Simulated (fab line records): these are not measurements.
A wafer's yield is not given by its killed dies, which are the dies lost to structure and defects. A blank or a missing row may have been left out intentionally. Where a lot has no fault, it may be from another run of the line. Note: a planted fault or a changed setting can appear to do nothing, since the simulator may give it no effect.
Problem report in the 8D (eight disciplines) form, filled by code | flow n5Finfet | the parts of the form that need people (team, actions taken, sign-off) are left out

1. THE ISSUE
Mean of spinSpeedRpm at N5_BEOL_M11_COAT_05: 1964.2 rpm across 6 wafers in 2 lots; on wafers with no fault it is 1500.0 rpm (standard deviation 0.91). That is +99 or more standard deviations from the usual mean.
The step: resist thk 90 nm.
The first sign was on wafer L124.2 at day 14 09:16, on lithoTrack-05. The record holds 36 wafers of 12 lots with a number at this step. The rule behind "out" and "out of limits": a value lying over 4 standard deviations away from the usual mean. Any other wafer with a number is counted as sound.

2. WHAT IT IS; WHAT IT IS NOT
question                    | is                     | is not
which readings at this step | spinSpeedRpm           | exhaustPa
which lots                  | L124, L125             | L118, L120, L121, L122, L127, L131, L133, L134, L137, L141
which wafers of those lots  | all that have a number | -
read on which tools         | lithoTrack-05          | lithoTrack-03, lithoTrack-04
when                        | from day 14 09:16      | up to then (9 sound wafers); but 21 sound wafers of L120, L127, L131, L133, L134, L137, L141 came after

3. THE SUSPECTS, EACH WITH WHAT RULES IT OUT
Counting: a tool at any process step up to the reading remains a suspect when it ran all the lots that are out and ran no sound lot after the first of those.
- lithoTrack-05 at N5_BEOL_M11_COAT_05 (resist thk 90 nm): kept. Every lot that is out went through it, starting with L124 (day 14 09:16), and after that it ran no sound lot; the last sound lot it ran before then is L121 (day 13 14:43). On those wafers its own readings are out: spinSpeedRpm.
The count leaves lithoTrack-05 at N5_BEOL_M11_COAT_05.

4. THE CAUSE (what the simulator had put in)
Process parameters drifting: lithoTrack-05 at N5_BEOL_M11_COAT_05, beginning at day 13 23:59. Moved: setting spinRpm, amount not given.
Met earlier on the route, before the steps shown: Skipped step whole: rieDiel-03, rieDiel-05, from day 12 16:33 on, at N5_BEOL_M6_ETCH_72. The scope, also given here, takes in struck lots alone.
Counting left only this tool.

5. THE EFFECT CHAIN, in route order
Each row: a reading whose mean over the struck wafers that have a number lies more than 3 standard deviations from the usual. Only readings for which the record gives a usual standard deviation are gone through. hours: the time from each lot's start at the first step in this table that gives one to its start at this step, as a median over the lots. sigmas: the change in usual standard deviations.
hours | step                | reading      | usual      | on struck wafers | change | sigmas
0     | N5_BEOL_M11_COAT_05 | spinSpeedRpm | 1500.0 rpm | 1964.2           | +464.2 | +99 or more
Its process steps:
- N5_BEOL_M11_COAT_05: resist thk 90 nm.

6. HOW IT WOULD HAVE BEEN CAUGHT EARLIER
In this record the first reading out of limits was taken at day 14 09:16, 9 hours after the fault began at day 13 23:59.
